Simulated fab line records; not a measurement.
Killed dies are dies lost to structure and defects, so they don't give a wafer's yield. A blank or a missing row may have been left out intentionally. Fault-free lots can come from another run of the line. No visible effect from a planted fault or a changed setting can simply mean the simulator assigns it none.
fab line records	flow n5Finfet
record lots=24	wafers=72	lastDay=20
route steps=1938 shown BEOL_M7@1320 BEOL_M8@1335 BEOL_M9@1402
lots that met no fault: from a run of the same line without faults
startH: hours from the record's opening day to when the first of the lot's shown wafers began	waitH: how many hours have passed since the lot's step before this one	" repeats the value in the row above	L1.1+2: several wafers, shown together as one row	- value missing, or start not given	* or withheld: withheld	< > ~ a bound
route shown NAME@n: a module of which the file shows steps, and the number in the route of the first	usual: mean/standard deviation of fault-free wafers	same: alike in all rows	chamber/n: place in a boat	sites: readings site by site	_std_site: their standard deviation	_edge_site: mean of outer sites minus mean of inner sites	radiusMm: for every site, how far away it sits from the centre of the wafer	mask NAME#n: copy n	behind: tool/chamber where the wafer was last shaped	hold: why the lot went on hold/how many hours it stayed there/how the hold came to an end	device: which transistor (n, p or np) failed to switch	end of line: the route-end tests of the same wafers	a step given without rows: its recipe and nothing more	killed: dies that structure and defects cost at the first sort, which is not the same as the wafer's yield	map: shows each die of a wafer: x if killed, . if not, _ if none is there
set.NAME: setting as actually run; set.NAME@STEP: the setting as run at that earlier step	model.NAME: the simulator's own value behind a step, which no gauge read
steps of the route over a sample of lots; a table a step, a row a wafer
services: the hour from which a tool's chamber was out of use, counted from the record's first day as startH (under 0 if before that day), plus the number of hours and why
## steps
# step N5_BEOL_M7_ALD_77
# recipe material=TaN	targetThkA=20	tempC=275	aldPrecursorFamily=PDMAT	aldCoReactant=NH3	pressureTorr=3	carrierFlowSccm=1500	pulseTimeS=2	purgeTimeS=3	coReactantPurgeTimeS=2	coReactantPulseTimeS=3	aldCycles=40	precursorVesselTempC=75	precursorVesselPressureTorr=26.25	precursorVesselCarrierSccm=1000
# usual heaterPowerW=437/46
# same coReactantPulseTimeS=3
lot.wafer	tool	chamber	startH	waitH	heaterPowerW
L074.3	aldMetal-02	1	237.78	0.0	439
L074.4	"	2	"	"	412
L074.5	"	0	"	"	421
L075.2	aldMetal-02	2	268.84	0.0	425
L075.4	"	1	"	"	430
L075.6	"	3	"	"	454
L076.1	aldMetal-03	2	271.73	0.0	441
L076.4	"	1	"	"	379
L076.6	"	0	"	"	410
L077.1	aldMetal-02	2	279.68	0.0	408
L077.2	"	3	"	"	459
L077.5	"	3	"	"	449
L078.1	aldMetal-03	1	287.67	0.0	382
L078.3	"	3	"	"	438
L078.4	"	0	"	"	432
L080.1	aldMetal-02	3	296.62	0.1	454
L080.2	"	2	"	"	410
L080.5	"	3	"	"	466
L081.1	aldMetal-04	1	301.14	0.1	445
L081.3	"	2	"	"	367
L081.4	"	0	"	"	514
L083.1	aldMetal-04	0	306.18	0.1	531
L083.5	"	3	"	"	489
L083.6	"	2	"	"	366
L082.3	aldMetal-03	1	307.02	0.0	378
L082.5	"	3	"	"	453
L082.6	"	2	"	"	435
L084.3	aldMetal-04	3	309.78	0.2	489
L084.5	"	0	"	"	527
L084.6	"	3	"	"	490
L085.3	aldMetal-04	3	322.49	0.1	509
L085.4	"	0	"	"	525
L085.6	"	3	"	"	499
L092.2	aldMetal-02	2	322.78	0.1	401
L092.3	"	0	"	"	431
L092.4	"	3	"	"	463
L086.2	aldMetal-02	1	326.20	0.1	438
L086.3	"	0	"	"	441
L086.6	"	2	"	"	411
L088.3	aldMetal-02	0	336.75	0.0	440
L088.5	"	3	"	"	454
L088.6	"	0	"	"	428
L087.3	aldMetal-04	3	343.48	0.0	486
L087.4	"	0	"	"	531
L087.6	"	2	"	"	370
L089.2	aldMetal-02	0	343.81	0.1	439
L089.4	"	2	"	"	413
L089.5	"	0	"	"	431
L090.2	aldMetal-04	3	347.33	0.0	496
L090.4	"	3	"	"	512
L090.5	"	0	"	"	517
L091.1	aldMetal-04	0	351.05	0.1	512
L091.3	"	3	"	"	499
L091.4	"	3	"	"	489
L093.3	aldMetal-02	0	351.25	0.0	435
L093.5	"	3	"	"	467
L093.6	"	2	"	"	412
L079.1	aldMetal-02	1	379.94	0.0	427
L079.2	"	0	"	"	437
L079.6	"	3	"	"	464
L097.1	aldMetal-03	1	380.45	0.1	380
L097.2	"	3	"	"	387
L097.6	"	1	"	"	370
L096.1	aldMetal-03	2	385.05	0.2	392
L096.3	"	0	"	"	401
L096.6	"	3	"	"	396
L094.1	aldMetal-04	1	401.65	0.1	431
L094.2	"	0	"	"	527
L094.6	"	2	"	"	373
L095.1	aldMetal-04	2	404.96	0.0	364
L095.4	"	0	"	"	524
L095.6	"	0	"	"	528
# step N5_BEOL_M7_ANNEAL_51
# recipe tempC=225	timeS=90	ambient=N2
# usual wafer_temp_C_max=225.92/0.25
lot.wafer	tool	chamber	startH	waitH	wafer_temp_C_max
L074.3	rtpAnneal-02	0	238.77	0.3	225.52
L074.4	"	0	"	"	226.10
L074.5	"	0	"	"	225.73
L075.2	rtpAnneal-01	0	269.98	0.2	226.06
L075.4	"	0	"	"	226.08
L075.6	"	0	"	"	225.63
L076.1	rtpAnneal-02	0	273.30	0.2	226.26
L076.4	"	0	"	"	225.78
L076.6	"	0	"	"	226.46
L077.1	rtpAnneal-01	0	281.31	0.5	226.14
L077.2	"	0	"	"	225.87
L077.5	"	0	"	"	226.08
L078.1	rtpAnneal-01	0	289.48	1.0	226.17
L078.3	"	0	"	"	225.97
L078.4	"	0	"	"	226.10
L080.1	rtpAnneal-01	0	297.34	0.1	225.87
L080.2	"	0	"	"	225.79
L080.5	"	0	"	"	225.83
L081.1	rtpAnneal-02	0	302.32	0.5	226.26
L081.3	"	0	"	"	225.92
L081.4	"	0	"	"	226.01
L083.1	rtpAnneal-01	0	307.34	0.3	225.56
L083.5	"	0	"	"	225.70
L083.6	"	0	"	"	226.29
L082.3	rtpAnneal-01	0	309.53	0.2	225.89
L082.5	"	0	"	"	225.82
L082.6	"	0	"	"	225.75
L084.3	rtpAnneal-01	0	311.22	0.2	225.41
L084.5	"	0	"	"	225.56
L084.6	"	0	"	"	225.98
L085.3	rtpAnneal-02	0	323.75	0.4	226.23
L085.4	"	0	"	"	226.01
L085.6	"	0	"	"	226.36
L092.2	rtpAnneal-02	0	324.24	0.8	226.13
L092.3	"	0	"	"	225.86
L092.4	"	0	"	"	226.39
L086.2	rtpAnneal-02	0	327.04	0.1	226.06
L086.3	"	0	"	"	225.93
L086.6	"	0	"	"	225.93
L088.3	rtpAnneal-01	0	339.55	0.1	225.54
L088.5	"	0	"	"	225.76
L088.6	"	0	"	"	225.68
L087.3	rtpAnneal-01	0	344.24	0.1	225.45
L087.4	"	0	"	"	225.78
L087.6	"	0	"	"	225.93
L089.2	rtpAnneal-02	0	344.72	0.3	226.14
L089.4	"	0	"	"	226.21
L089.5	"	0	"	"	226.14
L090.2	rtpAnneal-02	0	348.76	0.4	225.90
L090.4	"	0	"	"	225.92
L090.5	"	0	"	"	225.69
L091.1	rtpAnneal-01	0	352.17	0.1	225.90
L091.3	"	0	"	"	226.05
L091.4	"	0	"	"	226.10
L093.3	rtpAnneal-01	0	352.53	0.3	225.87
L093.5	"	0	"	"	226.05
L093.6	"	0	"	"	225.75
L079.1	rtpAnneal-02	0	381.39	0.7	225.71
L079.2	"	0	"	"	225.94
L079.6	"	0	"	"	225.76
L097.1	rtpAnneal-02	0	381.93	0.8	226.07
L097.2	"	0	"	"	226.07
L097.6	"	0	"	"	226.02
L096.1	rtpAnneal-01	0	386.46	0.5	225.58
L096.3	"	0	"	"	225.34
L096.6	"	0	"	"	225.95
L094.1	rtpAnneal-01	0	403.21	0.3	226.19
L094.2	"	0	"	"	226.03
L094.6	"	0	"	"	225.92
L095.1	rtpAnneal-02	0	405.85	0.2	226.08
L095.4	"	0	"	"	225.51
L095.6	"	0	"	"	226.12
# step N5_BEOL_M7_RS_MEAS_57
# recipe thkMeasGauge=four-point-probe	reads=Cu_of_BEOL_M7_ECD_50+Co_of_BEOL_M7_CVD_78+TaN_of_BEOL_M7_ALD_77
# usual M7_RS=0.287/0.0071
lot.wafer	tool	chamber	startH	waitH	M7_RS[ohm/sq]
L074.3	filmMetro-02	-	239.40	0.1	0.299
L074.4	"	-	"	"	0.292
L074.5	"	-	"	"	0.286
L075.2	filmMetro-02	-	270.66	0.1	0.281
L075.4	"	-	"	"	0.288
L075.6	"	-	"	"	0.281
L076.1	filmMetro-01	-	274.04	0.1	0.292
L076.4	"	-	"	"	0.300
L076.6	"	-	"	"	0.299
L077.1	filmMetro-01	-	282.04	0.1	0.296
L077.2	"	-	"	"	0.281
L077.5	"	-	"	"	0.296
L078.1	filmMetro-02	-	290.20	0.1	0.294
L078.3	"	-	"	"	0.286
L078.4	"	-	"	"	0.282
L080.1	filmMetro-01	-	298.06	0.1	0.280
L080.2	"	-	"	"	0.293
L080.5	"	-	"	"	0.285
L081.1	filmMetro-02	-	303.06	0.1	0.277
L081.3	"	-	"	"	0.290
L081.4	"	-	"	"	0.282
L083.1	filmMetro-02	-	308.08	0.1	0.275
L083.5	"	-	"	"	0.280
L083.6	"	-	"	"	0.283
L082.3	filmMetro-02	-	310.18	0.1	0.282
L082.5	"	-	"	"	0.282
L082.6	"	-	"	"	0.268
L084.3	filmMetro-02	-	311.86	0.1	0.280
L084.5	"	-	"	"	0.288
L084.6	"	-	"	"	0.296
L085.3	filmMetro-02	-	324.38	0.1	0.292
L085.4	"	-	"	"	0.291
L085.6	"	-	"	"	0.292
L092.2	filmMetro-01	-	324.92	0.1	0.299
L092.3	"	-	"	"	0.286
L092.4	"	-	"	"	0.290
L086.2	filmMetro-01	-	327.75	0.1	0.295
L086.3	"	-	"	"	0.282
L086.6	"	-	"	"	0.288
L088.3	filmMetro-01	-	340.27	0.1	0.291
L088.5	"	-	"	"	0.285
L088.6	"	-	"	"	0.285
L087.3	filmMetro-02	-	345.03	0.1	0.275
L087.4	"	-	"	"	0.281
L087.6	"	-	"	"	0.286
L089.2	filmMetro-02	-	345.40	0.1	0.286
L089.4	"	-	"	"	0.298
L089.5	"	-	"	"	0.290
L090.2	filmMetro-02	-	349.44	0.1	0.288
L090.4	"	-	"	"	0.281
L090.5	"	-	"	"	0.278
L091.1	filmMetro-02	-	352.90	0.1	0.285
L091.3	"	-	"	"	0.282
L091.4	"	-	"	"	0.295
L093.3	filmMetro-02	-	353.17	0.1	0.278
L093.5	"	-	"	"	0.288
L093.6	"	-	"	"	0.276
L079.1	filmMetro-01	-	382.11	0.1	0.292
L079.2	"	-	"	"	0.287
L079.6	"	-	"	"	0.284
L097.1	filmMetro-02	-	382.66	0.1	0.286
L097.2	"	-	"	"	0.293
L097.6	"	-	"	"	0.286
L096.1	filmMetro-02	-	387.25	0.1	0.278
L096.3	"	-	"	"	0.279
L096.6	"	-	"	"	0.294
L094.1	filmMetro-01	-	403.93	0.1	0.294
L094.2	"	-	"	"	0.279
L094.6	"	-	"	"	0.294
L095.1	filmMetro-02	-	406.57	0.1	0.297
L095.4	"	-	"	"	0.289
L095.6	"	-	"	"	0.287
# step N5_BEOL_M8_PECVD_70
# recipe material=SiO2	targetThkA=200	tempC=400	precursor=TEOS/O2	pressureTorr=5.5	rfW=450	teosFlowSccm=53.8	gas=O2	flowSccm=3000	timeS=22.7
# usual heaterPowerW=762/100	showerheadPlenumPTorr=8.75/0.044	throttleValvePct=22.3/0.68
lot.wafer	tool	chamber	startH	waitH	heaterPowerW	showerheadPlenumPTorr	throttleValvePct
L074.3	pecvd-04	1	240.08	0.0	764	8.80	22.9
L074.4	"	1	"	"	793	8.81	22.9
L074.5	"	2	"	"	771	8.73	22.1
L075.2	pecvd-04	1	271.34	0.0	893	8.81	22.7
L075.4	"	1	"	"	893	8.78	22.8
L075.6	"	0	"	"	611	8.79	22.6
L076.1	pecvd-01	0	274.72	0.0	775	8.80	21.6
L076.4	"	0	"	"	770	8.81	21.6
L076.6	"	2	"	"	746	8.72	21.1
L077.1	pecvd-02	2	282.73	0.0	896	8.79	22.1
L077.2	"	0	"	"	734	8.70	22.9
L077.5	"	1	"	"	670	8.68	22.2
L078.1	pecvd-04	1	290.90	0.0	886	8.77	22.8
L078.3	"	2	"	"	728	8.74	22.3
L078.4	"	2	"	"	719	8.79	22.2
L080.1	pecvd-04	2	298.73	0.0	778	8.73	21.9
L080.2	"	1	"	"	921	8.80	22.9
L080.5	"	1	"	"	887	8.76	22.7
L081.1	pecvd-04	1	303.73	0.0	826	8.80	22.8
L081.3	"	2	"	"	756	8.75	22.6
L081.4	"	0	"	"	694	8.79	22.3
L083.1	pecvd-02	2	308.76	0.0	858	8.81	22.2
L083.5	"	2	"	"	849	8.81	22.2
L083.6	"	1	"	"	762	8.69	21.9
L082.3	pecvd-02	2	310.85	0.0	869	8.80	22.1
L082.5	"	0	"	"	720	8.71	22.8
L082.6	"	1	"	"	787	8.68	22.3
L084.3	pecvd-04	0	312.55	0.0	588	8.77	22.4
L084.5	"	1	"	"	816	8.79	22.8
L084.6	"	0	"	"	609	8.77	22.6
L085.3	pecvd-02	1	325.08	0.0	750	8.68	22.2
L085.4	"	1	"	"	754	8.66	22.2
L085.6	"	0	"	"	688	8.71	22.9
L092.2	pecvd-01	2	325.60	0.0	722	8.70	21.3
L092.3	"	2	"	"	715	8.69	21.2
L092.4	"	1	"	"	914	8.76	23.2
L086.2	pecvd-02	0	328.42	0.0	608	8.70	22.8
L086.3	"	2	"	"	880	8.77	22.3
L086.6	"	0	"	"	625	8.71	23.0
L088.3	pecvd-04	0	340.97	0.0	684	8.78	22.3
L088.5	"	0	"	"	684	8.77	22.5
L088.6	"	1	"	"	912	8.77	22.8
L087.3	pecvd-02	2	345.71	0.0	971	8.77	22.1
L087.4	"	2	"	"	994	8.80	22.1
L087.6	"	0	"	"	657	8.68	22.9
L089.2	pecvd-04	0	346.07	0.0	601	8.78	22.3
L089.4	"	1	"	"	854	8.81	23.0
L089.5	"	2	"	"	770	8.75	22.2
L090.2	pecvd-01	2	350.11	0.0	773	8.70	21.1
L090.4	"	0	"	"	739	8.80	20.1
L090.5	"	1	"	"	885	8.71	23.1
L091.1	pecvd-01	0	353.57	0.0	744	8.81	20.0
L091.3	"	2	"	"	654	8.72	21.5
L091.4	"	0	"	"	754	8.82	20.3
L093.3	pecvd-04	1	353.91	0.0	912	8.80	23.0
L093.5	"	1	"	"	936	8.78	23.2
L093.6	"	2	"	"	742	8.74	22.4
L079.1	pecvd-02	2	382.79	0.0	854	8.79	22.2
L079.2	"	0	"	"	713	8.70	22.6
L079.6	"	1	"	"	672	8.67	22.0
L097.1	pecvd-01	2	383.34	0.0	771	8.70	21.5
L097.2	"	0	"	"	676	8.79	19.9
L097.6	"	1	"	"	915	8.73	23.2
L096.1	pecvd-04	2	387.93	0.0	703	8.75	22.0
L096.3	"	1	"	"	852	8.80	22.8
L096.6	"	1	"	"	856	8.79	22.9
L094.1	pecvd-04	2	404.63	0.0	709	8.76	22.1
L094.2	"	0	"	"	643	8.77	22.4
L094.6	"	1	"	"	819	8.79	22.8
L095.1	pecvd-02	2	407.28	0.0	866	8.79	22.1
L095.4	"	0	"	"	640	8.69	22.7
L095.6	"	2	"	"	905	8.78	22.5
# step N5_BEOL_M8_DESCUM_33
# recipe chemistry=O2	timeS=7	sourcePowerW=50	biasPowerW=20	pressureMtorr=20	rfFrequencyHz=2.712e+07	tempC=40	resist=CAR-EUV	o2FlowSccm=225
# usual drypumpMotorCurrentA=5.8/0.44	oesProductAu=0.79/0.097	rfVppV=243.3/1	showerheadPlenumPTorr=2.09/0.039	throttleValvePct=20.35/0.2
lot.wafer	tool	chamber	startH	waitH	drypumpMotorCurrentA	oesProductAu	rfHoursCounterH	rfVppV	showerheadPlenumPTorr	throttleValvePct
L074.3	rieDiel-02	2	242.37	0.2	4.9	0.71	189	243.3	2.08	20.71
L074.4	"	0	"	"	6.2	0.82	-	243.7	2.12	20.40
L074.5	"	2	"	"	4.9	0.72	-	243.6	2.08	20.71
L075.2	rieDiel-05	3	274.28	0.0	5.5	0.72	203	243.0	2.16	20.34
L075.4	"	2	"	"	5.7	0.70	233	242.6	2.07	20.33
L075.6	"	0	"	"	6.1	0.73	-	242.2	2.09	20.50
L076.1	rieDiel-05	1	278.03	0.0	6.3	0.82	75	243.9	2.03	20.20
L076.4	"	0	"	"	6.1	0.72	166	243.3	2.09	20.53
L076.6	"	1	"	"	6.3	0.82	-	242.5	2.03	20.20
L077.1	rieDiel-02	0	286.37	0.0	6.2	0.80	106	242.1	2.11	20.43
L077.2	"	2	"	"	4.9	0.70	211	243.8	2.07	20.73
L077.5	"	3	"	"	5.8	0.96	-	243.9	2.13	20.18
L078.1	rieDiel-02	1	295.05	0.0	5.7	0.70	223	243.0	2.06	20.53
L078.3	"	2	"	"	4.9	0.70	213	243.6	2.07	20.74
L078.4	"	3	"	"	5.9	0.95	10	243.4	2.13	20.19
L080.1	rieDiel-04	2	301.87	0.0	6.2	0.70	230	242.6	2.07	20.52
L080.2	"	3	"	"	5.3	0.97	6	244.7	2.14	20.23
L080.5	"	3	"	"	5.3	0.95	-	245.1	2.14	20.24
L081.1	rieDiel-05	1	308.48	0.0	6.3	0.81	83	241.3	2.03	20.20
L081.3	"	2	"	"	5.7	0.70	243	243.2	2.07	20.35
L081.4	"	0	"	"	6.1	0.71	175	242.0	2.08	20.51
L083.1	rieDiel-04	0	312.26	0.2	6.0	0.91	16	241.8	2.05	20.01
L083.5	"	0	"	"	6.0	0.92	-	242.7	2.05	20.03
L083.6	"	2	"	"	6.2	0.70	-	242.9	2.07	20.51
L082.3	rieDiel-05	3	316.50	0.0	5.5	0.71	216	243.6	2.15	20.38
L082.5	"	0	"	"	6.1	0.70	-	242.8	2.08	20.51
L082.6	"	3	"	"	5.5	0.70	-	243.6	2.15	20.37
L084.3	rieDiel-04	3	316.67	0.0	5.4	0.95	11	244.3	2.13	20.23
L084.5	"	3	"	"	5.3	0.94	-	245.0	2.13	20.24
L084.6	"	2	"	"	6.2	0.69	-	243.6	2.07	20.50
L085.3	rieDiel-05	0	329.49	0.0	6.1	0.71	182	241.8	2.08	20.53
L085.4	"	1	"	"	6.3	0.80	-	242.0	2.03	20.23
L085.6	"	0	"	"	6.1	0.71	-	242.1	2.08	20.53
L092.2	rieDiel-05	3	330.69	0.0	5.5	0.70	222	244.4	2.15	20.39
L092.3	"	0	"	"	6.1	0.71	183	243.9	2.08	20.54
L092.4	"	0	"	"	6.1	0.70	-	244.1	2.08	20.53
L086.2	rieDiel-02	2	331.26	0.3	4.9	0.69	224	244.0	2.07	20.76
L086.3	"	1	"	"	5.7	0.69	236	242.8	2.05	20.54
L086.6	"	0	"	"	6.2	0.78	-	243.4	2.11	20.46
L088.3	rieDiel-05	0	343.29	0.3	6.1	0.70	189	243.5	2.08	20.54
L088.5	"	3	"	"	5.5	0.70	-	241.8	2.15	20.41
L088.6	"	1	"	"	6.3	0.80	-	240.9	2.03	20.22
L087.3	rieDiel-04	1	349.58	0.0	5.3	0.92	12	244.3	2.13	20.02
L087.4	"	2	"	"	6.2	0.69	246	241.8	2.07	20.53
L087.6	"	1	"	"	5.4	0.93	-	244.4	2.13	20.00
L089.2	rieDiel-05	3	349.70	0.1	5.5	0.69	231	244.6	2.15	20.41
L089.4	"	1	"	"	6.3	0.80	-	242.6	2.03	20.23
L089.5	"	3	"	"	5.5	0.69	-	245.8	2.15	20.41
L090.2	rieDiel-05	3	353.47	0.0	5.5	0.69	233	243.9	2.15	20.39
L090.4	"	3	"	"	5.5	0.70	-	244.4	2.15	20.39
L090.5	"	1	"	"	6.3	0.79	-	241.9	2.03	20.22
L093.3	rieDiel-04	0	357.23	0.0	6.0	0.87	33	242.9	2.05	20.05
L093.5	"	1	"	"	5.3	0.92	-	243.8	2.13	20.01
L093.6	"	0	"	"	6.0	0.88	-	243.3	2.05	20.04
L091.1	rieDiel-05	0	357.28	0.0	6.1	0.69	196	242.3	2.08	20.55
L091.3	"	2	"	"	5.7	0.98	1	242.5	2.06	19.95
L091.4	"	1	"	"	6.3	0.79	103	241.9	2.03	20.25
L079.1	rieDiel-02	0	388.29	0.2	6.2	0.76	142	244.0	2.10	20.49
L079.2	"	3	"	"	5.8	0.86	45	242.7	2.12	20.21
L079.6	"	2	"	"	4.9	0.68	-	243.7	2.07	20.78
L097.1	rieDiel-04	1	388.59	0.3	5.3	0.90	29	243.5	2.13	20.03
L097.2	"	0	"	"	6.0	0.85	46	243.1	2.04	20.09
L097.6	"	1	"	"	5.3	0.89	-	244.9	2.13	20.02
L096.1	rieDiel-02	2	390.95	0.0	4.9	0.68	239	241.8	2.06	20.76
L096.3	"	0	"	"	6.2	0.77	144	243.1	2.10	20.49
L096.6	"	3	"	"	5.8	0.87	-	243.7	2.12	20.25
L094.1	rieDiel-04	2	408.09	0.3	6.2	0.94	12	243.4	2.06	20.18
L094.2	"	0	"	"	6.0	0.85	54	242.8	2.04	20.07
L094.6	"	2	"	"	6.2	0.93	-	242.5	2.06	20.20
L095.1	rieDiel-02	0	411.77	0.0	6.2	0.75	153	242.6	2.10	20.52
L095.4	"	2	"	"	4.9	0.67	-	243.0	2.06	20.79
L095.6	"	0	"	"	6.2	0.75	-	243.5	2.10	20.51
# step N5_BEOL_M9_CURE_71
# recipe tempC=385	timeS=240	ambient=He/Ar	material=SiCOH_lowk
# usual lampPowerPct=52.31/0.056	wafer_temp_C_max=386.8/0.72
lot.wafer	tool	chamber	startH	waitH	lampPowerPct	wafer_temp_C_max
L074.3	uvCure-02	0	246.17	0.3	52.34	386.0
L074.4	"	0	"	"	52.29	386.5
L074.5	"	0	"	"	52.38	386.3
L075.2	uvCure-01	2	277.35	0.1	52.38	387.2
L075.4	"	2	"	"	52.36	387.4
L075.6	"	2	"	"	52.34	387.2
L076.1	uvCure-03	0	281.18	0.0	52.38	387.3
L076.4	"	0	"	"	52.35	386.9
L076.6	"	0	"	"	52.29	386.7
L077.1	uvCure-01	0	290.07	0.0	52.27	386.4
L077.2	"	0	"	"	52.25	386.7
L077.5	"	0	"	"	52.38	386.2
L078.1	uvCure-02	2	298.04	0.0	52.40	386.2
L078.3	"	2	"	"	52.26	386.4
L078.4	"	2	"	"	52.35	385.8
L080.1	uvCure-03	0	306.88	0.0	52.27	387.6
L080.2	"	0	"	"	52.33	387.4
L080.5	"	0	"	"	52.40	386.4
L081.1	uvCure-03	2	312.27	0.0	52.26	386.7
L081.3	"	2	"	"	52.31	387.2
L081.4	"	2	"	"	52.29	386.0
L083.1	uvCure-02	1	315.83	0.0	52.40	386.6
L083.5	"	1	"	"	52.34	386.9
L083.6	"	1	"	"	52.31	387.2
L082.3	uvCure-01	0	320.41	0.2	52.38	386.7
L082.5	"	0	"	"	52.31	386.1
L082.6	"	0	"	"	52.34	385.9
L084.3	uvCure-03	1	320.96	0.2	52.34	388.0
L084.5	"	1	"	"	52.28	387.9
L084.6	"	1	"	"	52.28	388.3
L085.3	uvCure-02	0	333.36	0.5	52.30	385.9
L085.4	"	0	"	"	52.31	386.2
L085.6	"	0	"	"	52.39	385.9
L092.2	uvCure-03	1	333.82	0.1	52.34	388.6
L092.3	"	1	"	"	52.25	388.1
L092.4	"	1	"	"	52.28	387.7
L086.2	uvCure-02	0	334.35	0.1	52.33	386.0
L086.3	"	0	"	"	52.30	386.1
L086.6	"	0	"	"	52.26	386.8
L088.3	uvCure-01	2	348.06	0.2	52.36	388.1
L088.5	"	2	"	"	52.44	387.4
L088.6	"	2	"	"	52.26	387.5
L087.3	uvCure-03	2	352.50	0.2	52.26	386.4
L087.4	"	2	"	"	52.23	386.3
L087.6	"	2	"	"	52.39	386.4
L089.2	uvCure-01	1	352.96	0.1	52.30	387.4
L089.4	"	1	"	"	52.25	387.2
L089.5	"	1	"	"	52.35	387.0
L090.2	uvCure-03	2	358.23	0.3	52.32	386.5
L090.4	"	2	"	"	52.38	386.6
L090.5	"	2	"	"	52.29	386.6
L093.3	uvCure-03	1	360.97	0.2	52.37	388.9
L093.5	"	1	"	"	52.27	387.6
L093.6	"	1	"	"	52.40	387.8
L091.1	uvCure-01	0	361.08	0.0	52.33	387.0
L091.3	"	0	"	"	52.27	386.6
L091.4	"	0	"	"	52.25	386.0
L079.1	uvCure-02	0	392.41	0.1	52.27	386.4
L079.2	"	0	"	"	52.34	386.4
L079.6	"	0	"	"	52.28	386.5
L097.1	uvCure-03	0	393.12	0.0	52.43	387.0
L097.2	"	0	"	"	52.27	387.0
L097.6	"	0	"	"	52.19	387.3
L096.1	uvCure-03	2	395.50	0.1	52.31	386.6
L096.3	"	2	"	"	52.37	386.2
L096.6	"	2	"	"	52.36	386.9
L094.1	uvCure-02	1	411.11	0.3	52.37	386.7
L094.2	"	1	"	"	52.37	387.5
L094.6	"	1	"	"	52.31	386.7
L095.1	uvCure-02	2	415.22	0.1	52.26	386.7
L095.4	"	2	"	"	52.21	386.7
L095.6	"	2	"	"	52.31	386.6
## services
tool	chamber	startH	hours	kind
rieDiel-05	1	217.15	4.6	repair
rieDiel-02	1	217.15	5.2	repair
uvCure-02	-	219.89	1.0	pm
rieDiel-04	3	230.56	7.6	repair
aldMetal-04	-	235.58	8.7	pm
pecvd-02	-	239.28	0.8	repair
aldMetal-02	-	248.04	8.7	pm
rieDiel-04	2	263.68	2.8	repair
aldMetal-02	3	264.80	3.0	repair
rieDiel-04	-	278.67	4.3	pm
pecvd-04	2	280.44	5.3	repair
aldMetal-02	-	301.82	2.9	repair
rieDiel-05	1	302.74	4.3	repair
uvCure-02	-	309.00	6.8	repair
aldMetal-04	-	331.47	2.8	pm
uvCure-02	-	335.87	7.5	pm
aldMetal-04	1	346.29	6.7	repair
uvCure-02	-	349.11	4.3	pm
uvCure-03	-	354.90	1.5	repair
uvCure-03	-	358.91	0.8	repair
pecvd-02	-	364.95	0.5	repair
pecvd-02	2	373.92	5.9	repair
uvCure-03	-	376.87	3.1	repair
uvCure-02	-	392.95	2.8	pm
## key
fault none
